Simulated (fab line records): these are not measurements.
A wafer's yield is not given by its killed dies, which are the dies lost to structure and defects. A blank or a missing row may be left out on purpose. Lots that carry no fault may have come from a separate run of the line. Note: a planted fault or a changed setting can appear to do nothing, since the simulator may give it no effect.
fab line records	flow nand_harc
[record] lots = 11	wafers = 33	last_day = 31
route steps=1302 shown P_ZERO_WELL@46 P_STI@87
lots untouched by any fault: they come from a run of this same line in which no faults occurred
start_h: hours from the record's opening day to when the first of the lot's shown wafers began	wait_h: hours since the lot's step before	" unchanged from the row above	L1.1+2: a single row standing in for several wafers	- no value present, or no start provided	* or withheld: withheld	< > ~ a bound
route shown NAME@n: names a module that has steps shown in the file, with the first one's number in the route	usual: the fault-free wafers' mean and standard deviation	same: alike in all rows	chamber/n: place in a boat	sites: the reading at each site	_std_site: the standard deviation of these	_edge_site: the outer-site mean with the inner-site mean subtracted	radius_mm: for every site, how far away it sits from the centre of the wafer	mask NAME#n: copy n	behind: the most recent tool/chamber to have shaped the wafer	hold: why the lot was held/for how many hours/how that ended	device: names the non-switching transistor (n, p or np)	end of line: the route-end tests of the same wafers	step lacking rows: just its recipe	killed: dies that structure and defects cost at the first sort, which is not the same as the wafer's yield	map: per-die view of a wafer (x killed, . not killed, _ where there is no die)
set.NAME: the setting as run; set.NAME@STEP: as run at that earlier step	model.NAME: the simulator's own value behind a step, which no gauge read
route steps across a sampled set of lots; one table per step, one row per wafer
services: when a tool's chamber went out of use (start_h, in hours from the record's first day, below 0 if earlier), for how many hours, and the reason
[[steps]]
[step NHARC_P_ZERO_WELL_DESCUM_39]
[recipe] time_s = 3	o2_flow_sccm = 200	ar_flow_sccm = 0	bias_power_w = 0	chemistry = O2
[usual] chamber_pressure_mTorr = 60.00/0.054	drypump_motor_current_A = 5.9/0.46	oes_product_au = 0.997/0.01	rf_vpp_V = 57.6/0.92	showerhead_plenum_p_Torr = 1.88/0.067	throttle_valve_pct = 11.312/0.0081
lot.wafer	tool	chamber	start_h	wait_h	chamber_pressure_mTorr	drypump_motor_current_A	oes_product_au	rf_hours_counter_h	rf_vpp_V	showerhead_plenum_p_Torr	throttle_valve_pct
L152.4	rie_diel-05	0	24.25	-	60.04	6.7	0.996	49	58.8	1.83	11.310
L152.1	"	2	"	"	60.09	6.2	0.991	44	57.4	1.99	11.320
L152.5	"	1	"	"	60.01	5.3	0.996	-	59.1	1.86	11.326
L153.1	rie_diel-05	1	34.14	-	60.11	5.3	1.001	47	56.8	1.86	11.311
L153.6	"	0	"	"	59.99	6.7	1.004	-	55.5	1.83	11.316
L153.5	"	1	"	"	59.99	5.3	1.007	-	57.2	1.86	11.319
L154.2	rie_diel-05	1	45.01	-	59.94	5.4	1.002	53	57.0	1.86	11.312
L154.4	"	2	"	"	59.94	6.2	0.992	54	57.7	1.98	11.302
L154.3	"	0	"	"	59.92	6.7	1.016	57	56.6	1.83	11.294
L156.1	rie_diel-04	0	64.27	-	59.94	6.6	1.011	15	58.5	1.98	11.305
L156.3	"	3	"	"	60.00	5.6	0.986	19	57.8	1.81	11.316
L156.5	"	0	"	"	59.94	6.6	1.008	-	57.4	1.98	11.324
L158.4	rie_diel-04	0	84.49	-	60.06	6.6	1.016	21	58.1	1.98	11.305
L158.6	"	1	"	"	60.08	5.7	0.979	-	57.1	1.96	11.314
L158.5	"	2	"	"	60.01	5.6	1.003	-	58.0	1.90	11.313
L162.2	rie_diel-05	1	124.24	-	59.89	5.3	0.995	26	57.2	1.85	11.318
L162.3	"	3	"	"	59.98	5.8	0.995	26	57.6	1.83	11.315
L162.6	"	1	"	"	59.97	5.3	0.993	-	58.0	1.85	11.307
L164.1	rie_diel-04	0	144.34	-	60.03	6.6	1.008	39	57.6	1.97	11.311
L164.4	"	3	"	"	60.03	5.6	0.984	46	56.9	1.81	11.320
L164.6	"	1	"	"	59.99	5.7	0.984	-	57.4	1.95	11.315
L165.2	rie_diel-05	3	154.30	-	59.98	5.8	0.989	36	57.0	1.82	11.309
L165.4	"	1	"	"	60.04	5.3	0.990	34	58.3	1.85	11.314
L165.5	"	2	"	"	60.05	6.2	0.984	-	57.3	1.97	11.309
L166.2	rie_diel-11	0	164.50	-	59.99	6.3	0.993	22	57.4	1.91	11.322
L166.3	"	1	"	"	60.05	5.8	0.994	22	57.7	1.88	11.333
L166.5	"	1	"	"	60.06	5.8	0.979	-	57.9	1.88	11.313
L167.3	rie_diel-05	1	174.59	-	59.98	5.3	0.994	40	57.1	1.85	11.321
L167.4	"	2	"	"	60.02	6.2	0.984	-	57.6	1.97	11.309
L167.5	"	3	"	"	60.06	5.7	0.993	-	58.4	1.82	11.315
L169.3	rie_diel-04	0	194.80	-	60.06	6.6	1.020	1	59.6	1.97	11.321
L169.1	"	1	"	"	60.04	5.7	0.983	1	58.4	1.95	11.300
L169.4	"	3	"	"	59.99	5.6	1.008	1	57.2	1.80	11.318
[step NHARC_P_ZERO_WELL_EXPOSE_49]
[recipe] na = 0.6	target_cd_nm = 2000	dose_mj = 22.64	mask_id = P_HVPW
lot.wafer	tool	chamber	start_h	wait_h	mask
L152.1+4+5	krf_scanner-02	0	25.57	-	P_HVPW#0
L153.1+5+6	krf_scanner-01	0	35.46	-	P_HVPW#0
L154.2+3+4	krf_scanner-01	0	46.21	-	P_HVPW#0
L156.1+3+5	krf_scanner-01	0	65.59	-	P_HVPW#0
L158.4+5+6	krf_scanner-02	0	85.67	-	P_HVPW#0
L162.2+3+6	krf_scanner-02	0	125.56	-	P_HVPW#0
L164.1+4+6	krf_scanner-02	0	145.58	-	P_HVPW#0
L165.2+4+5	krf_scanner-04	0	155.61	-	P_HVPW#0
L166.2+3+5	krf_scanner-01	0	165.83	-	P_HVPW#0
L167.3+4+5	krf_scanner-02	0	175.91	-	P_HVPW#0
L169.1+3+4	krf_scanner-01	0	196.13	-	P_HVPW_R1#0
[step NHARC_P_ZERO_WELL_CD_MEAS_52]
[recipe] target_cd_nm = 2000	landing_energy_ev = 500
[usual] cd_nm = 1999.4/2.1
[same] landing_energy_ev = 500
lot.wafer	tool	chamber	start_h	wait_h	hold	cd_nm
L152.1	cd_sem-01	0	25.73	-	-	2003.6
L152.4	"	0	"	"	-	2000.8
L152.5	"	0	"	"	-	2003.4
L153.1	cd_sem-02	0	35.62	-	-	1998.8
L153.5	"	0	"	"	-	1996.3
L153.6	"	0	"	"	-	2000.7
L154.2	cd_sem-02	0	46.36	-	-	2001.1
L154.3	"	0	"	"	-	2001.4
L154.4	"	0	"	"	-	1997.9
L156.1	cd_sem-03	0	65.74	-	-	1999.4
L156.3	"	0	"	"	-	2003.0
L156.5	"	0	"	"	-	1998.1
L158.4	cd_sem-01	0	85.81	-	-	2000.4
L158.5	"	0	"	"	-	1999.3
L158.6	"	0	"	"	-	1996.8
L162.2	cd_sem-01	0	125.71	-	-	2002.9
L162.3	"	0	"	"	-	2000.4
L162.6	"	0	"	"	-	2002.0
L164.1	cd_sem-01	0	145.74	-	-	2000.8
L164.4	"	0	"	"	-	2000.3
L164.6	"	0	"	"	-	1999.5
L165.2	cd_sem-02	0	155.76	-	-	1999.4
L165.4	"	0	"	"	-	2002.5
L165.5	"	0	"	"	-	1999.1
L166.2	cd_sem-01	0	165.98	-	-	1997.2
L166.3	"	0	"	"	-	2000.0
L166.5	"	0	"	"	-	1995.4
L167.3	cd_sem-01	0	176.06	-	-	2000.6
L167.4	"	0	"	"	-	2000.2
L167.5	"	0	"	"	-	1996.3
L169.1	cd_sem-02	0	196.30	-	await_dispo/0.2h/release	1966.6
L169.3	"	0	"	"	await_dispo/0.2h/release	1969.0
L169.4	"	0	"	"	await_dispo/0.2h/release	1968.3
L169.1	cd_sem-02	0	-	-	-	1966.3
L169.3	"	0	"	"	-	1969.0
L169.4	"	0	"	"	-	1968.3
[step NHARC_P_STI_DESCUM_14]
[recipe] time_s = 3	o2_flow_sccm = 200	ar_flow_sccm = 0	bias_power_w = 0	chemistry = O2
[usual] chamber_pressure_mTorr = 59.99/0.05	drypump_motor_current_A = 5.9/0.38	oes_product_au = 1.002/0.0094	rf_vpp_V = 57.8/0.97	showerhead_plenum_p_Torr = 1.93/0.089	throttle_valve_pct = 11.311/0.0092
lot.wafer	tool	chamber	start_h	wait_h	chamber_pressure_mTorr	drypump_motor_current_A	oes_product_au	rf_hours_counter_h	rf_vpp_V	showerhead_plenum_p_Torr	throttle_valve_pct
L152.4	rie_diel-06	0	46.25	-	60.04	5.7	1.008	5.1	57.5	1.95	11.296
L152.1	"	1	"	"	60.07	5.5	1.014	5.0	58.8	2.01	11.309
L152.5	"	0	"	"	60.00	5.7	1.001	-	57.2	1.95	11.303
L153.1	rie_diel-08	3	52.96	-	59.98	6.3	1.006	2.1	59.3	2.06	11.318
L153.6	"	0	"	"	59.94	5.5	1.000	-	58.3	1.80	11.301
L153.5	"	1	"	"	60.02	6.2	1.003	-	57.9	1.85	11.314
L154.2	rie_diel-08	0	64.92	-	60.02	5.5	1.006	3.2	56.2	1.79	11.319
L154.3	"	1	"	"	59.95	6.2	1.008	3.5	58.2	1.85	11.331
L154.4	"	3	"	"	59.96	6.3	1.005	-	59.6	2.06	11.321
L156.1	rie_diel-10	2	83.05	-	59.92	5.9	0.997	0.6	57.3	1.80	11.330
L156.3	"	0	"	"	59.98	5.3	1.002	0.3	59.5	2.03	11.292
L156.5	"	2	"	"	59.96	6.0	1.009	-	57.6	1.80	11.296
L158.5	rie_diel-06	0	103.62	-	60.01	5.7	1.008	-	58.2	1.95	11.313
L158.4	"	1	"	"	59.92	5.5	1.001	-	59.2	2.01	11.323
L158.6	"	2	"	"	59.96	6.7	1.004	-	57.3	1.92	11.323
L162.3	rie_diel-06	2	146.69	-	60.03	6.8	0.989	0.1	59.2	1.92	11.311
L162.2	"	0	"	"	60.05	5.7	1.001	0.1	57.1	1.95	11.307
L162.6	"	2	"	"	60.00	6.7	0.991	-	59.5	1.92	11.297
L164.4	rie_diel-10	2	163.30	-	60.03	6.0	0.996	4.3	58.0	1.80	11.306
L164.1	"	3	"	"	60.01	5.9	1.010	3.9	58.5	1.96	11.318
L164.6	"	3	"	"	60.10	5.9	1.007	-	58.0	1.96	11.309
L165.2	rie_diel-10	0	173.12	-	60.01	5.4	1.009	4.4	59.0	2.03	11.325
L165.4	"	1	"	"	59.94	6.2	1.003	4.7	58.5	1.96	11.307
L165.5	"	3	"	"	59.93	5.9	1.007	-	58.5	1.96	11.306
L166.3	rie_diel-06	1	184.57	-	59.92	5.5	0.998	3.6	56.7	2.00	11.310
L166.2	"	3	"	"	60.03	6.1	1.005	3.4	58.1	1.98	11.312
L166.5	"	1	"	"	60.09	5.6	0.998	-	57.7	2.00	11.306
L167.3	rie_diel-10	2	194.90	-	59.97	6.0	0.989	5.3	57.6	1.80	11.320
L167.4	"	0	"	"	59.99	5.3	1.017	5.3	58.4	2.03	11.281
L167.5	"	2	"	"	59.98	6.0	0.987	-	57.7	1.80	11.317
L169.3	rie_diel-10	0	213.16	-	59.99	5.3	1.009	5.6	57.7	2.03	11.309
L169.1	"	1	"	"	60.05	6.3	1.009	5.8	57.8	1.96	11.317
L169.4	"	2	"	"	59.93	6.0	1.003	5.7	56.6	1.80	11.311
[step NHARC_P_STI_ETCH_31]
[recipe] target_depth_a = 1089	time_s = 54.5	cf4_flow_sccm = 100	chf3_flow_sccm = 30	ar_flow_sccm = 0	rf_w = 500	bias_w = 200	chemistry = CF4/CHF3
[usual] chamber_pressure_mTorr = 25.001/0.023	drypump_motor_current_A = 5.9/0.39	oes_product_au = 0.965/0.015	rf_vpp_V = 370.9/2.4	showerhead_plenum_p_Torr = 1.58/0.069	throttle_valve_pct = 16.801/0.0086
lot.wafer	tool	chamber	start_h	wait_h	chamber_pressure_mTorr	drypump_motor_current_A	oes_product_au	rf_hours_counter_h	rf_vpp_V	showerhead_plenum_p_Torr	throttle_valve_pct
L152.4	rie_diel-06	3	-	-	25.022	6.1	0.965	5.0	372.4	1.63	16.803
L152.1	"	0	"	"	24.981	5.7	0.958	5.1	371.7	1.60	16.792
L152.5	"	1	"	"	25.045	5.5	0.966	-	373.2	1.65	16.799
L153.1	rie_diel-08	3	-	-	24.983	6.3	0.985	2.2	374.8	1.69	16.801
L153.5	"	1	"	"	25.038	6.2	0.980	-	368.5	1.52	16.794
L153.6	"	2	"	"	24.986	5.6	0.977	-	370.8	1.56	16.804
L154.2	rie_diel-08	3	-	-	25.033	6.3	0.975	2.9	375.5	1.69	16.809
L154.3	"	1	"	"	25.025	6.2	0.971	3.6	370.0	1.52	16.814
L154.4	"	3	"	"	25.012	6.3	0.979	-	375.2	1.69	16.798
L156.3	rie_diel-10	3	-	-	25.024	5.9	0.973	0.6	372.0	1.61	16.792
L156.1	"	0	"	"	25.045	5.3	0.983	0.4	372.8	1.67	16.803
L156.5	"	0	"	"	25.011	5.3	0.991	-	372.7	1.67	16.801
L158.5	rie_diel-06	1	-	-	25.038	5.6	0.961	-	374.5	1.65	16.810
L158.6	"	2	"	"	24.998	6.8	0.957	-	368.9	1.58	16.805
L158.4	"	0	"	"	25.046	5.7	0.964	-	370.8	1.60	16.798
L162.3	rie_diel-06	3	-	-	24.991	6.1	0.958	0.1	372.5	1.63	16.792
L162.2	"	1	"	"	24.994	5.5	0.960	0.1	372.3	1.64	16.807
L162.6	"	0	"	"	25.026	5.7	0.982	-	371.1	1.60	16.804
L164.4	rie_diel-10	3	-	-	24.995	5.9	0.965	4.0	372.2	1.61	16.797
L164.1	"	1	"	"	24.987	6.3	0.994	4.6	371.5	1.61	16.803
L164.6	"	2	"	"	25.061	6.0	0.954	-	369.2	1.48	16.806
L165.4	rie_diel-10	0	-	-	25.022	5.3	0.938	4.4	373.8	1.66	16.806
L165.2	"	2	"	"	25.019	6.0	0.932	4.6	368.5	1.48	16.792
L165.5	"	0	"	"	24.988	5.3	0.936	-	372.6	1.66	16.791
L166.2	rie_diel-06	1	-	-	24.997	5.5	0.961	3.7	371.4	1.64	16.799
L166.3	"	3	"	"	24.991	6.1	0.983	3.5	372.1	1.62	16.798
L166.5	"	2	"	"	24.983	6.7	0.965	-	371.7	1.58	16.806
L167.4	rie_diel-10	3	-	-	25.023	5.9	0.991	5.1	372.0	1.61	16.804
L167.3	"	1	"	"	24.993	6.2	0.978	5.6	370.8	1.61	16.786
L167.5	"	3	"	"	24.969	5.9	0.991	-	371.1	1.61	16.796
L169.4	rie_diel-10	1	-	-	24.968	6.2	0.979	5.9	371.2	1.61	16.795
L169.1	"	2	"	"	24.997	5.9	0.964	5.7	369.0	1.48	16.803
L169.3	"	3	"	"	24.952	5.9	0.962	5.4	373.4	1.61	16.796
[[services]]
tool	chamber	start_h	hours	kind
rie_diel-04	-	1.35	9.0	pm
krf_scanner-01	-	15.56	8.7	repair
rie_diel-05	3	26.21	5.3	repair
rie_diel-05	-	43.15	0.7	repair
rie_diel-06	1	47.20	5.3	repair
rie_diel-10	-	50.59	12.3	repair
rie_diel-05	-	52.66	9.0	pm
rie_diel-05	-	64.39	0.2	repair
rie_diel-10	-	65.50	9.0	pm
rie_diel-05	3	66.00	6.1	repair
rie_diel-06	3	91.62	14.3	repair
krf_scanner-02	-	94.00	4.0	pm
rie_diel-05	-	103.48	0.1	repair
krf_scanner-02	-	105.76	0.1	repair
rie_diel-06	-	130.20	9.0	pm
rie_diel-05	-	132.53	0.2	repair
krf_scanner-01	-	140.00	4.0	pm
rie_diel-06	0	152.61	1.8	repair
krf_scanner-01	-	165.13	0.3	repair
rie_diel-05	0	174.01	4.1	repair
rie_diel-06	2	178.76	1.5	repair
rie_diel-05	0	185.82	1.2	repair
krf_scanner-01	-	190.88	0.3	repair
rie_diel-10	1	202.73	5.1	repair
[[key]]
[first_sign] step = NHARC_P_ZERO_WELL_EXPOSE_49	reading = mask	direction = changed
[effect] step = NHARC_P_ZERO_WELL_CD_MEAS_52	reading = visit	direction = added
[effect] step = NHARC_P_ZERO_WELL_CD_MEAS_52	reading = cd_nm	direction = down	sigmas = 15	usual = 1999.4	struck = 1968.0
met_at NHARC_P_ZERO_WELL_EXPOSE_49
struck_lots L169
tester_left_out L169
not_acting_at NHARC_P_ZERO_WELL_DESCUM_39,NHARC_P_STI_DESCUM_14,NHARC_P_STI_ETCH_31
onset_between 165.83 196.13
[fault] kind = wrong_mask	tool = any	chamber = -	onset_h = 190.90	steps = NHARC_P_ZERO_WELL_EXPOSE_49	aux_copy = P_HVPW_R1#0	cd_offset_nm = -29.296	scope = struck_lots_only
// tester_left_out: of these lots the tester's yield and bins aren't shown, on N5 and GAA mostly nor the transistor test; their killed dies are dies lost to structure and defects alone, not to doping, threshold or leakage, so they don't give the yield
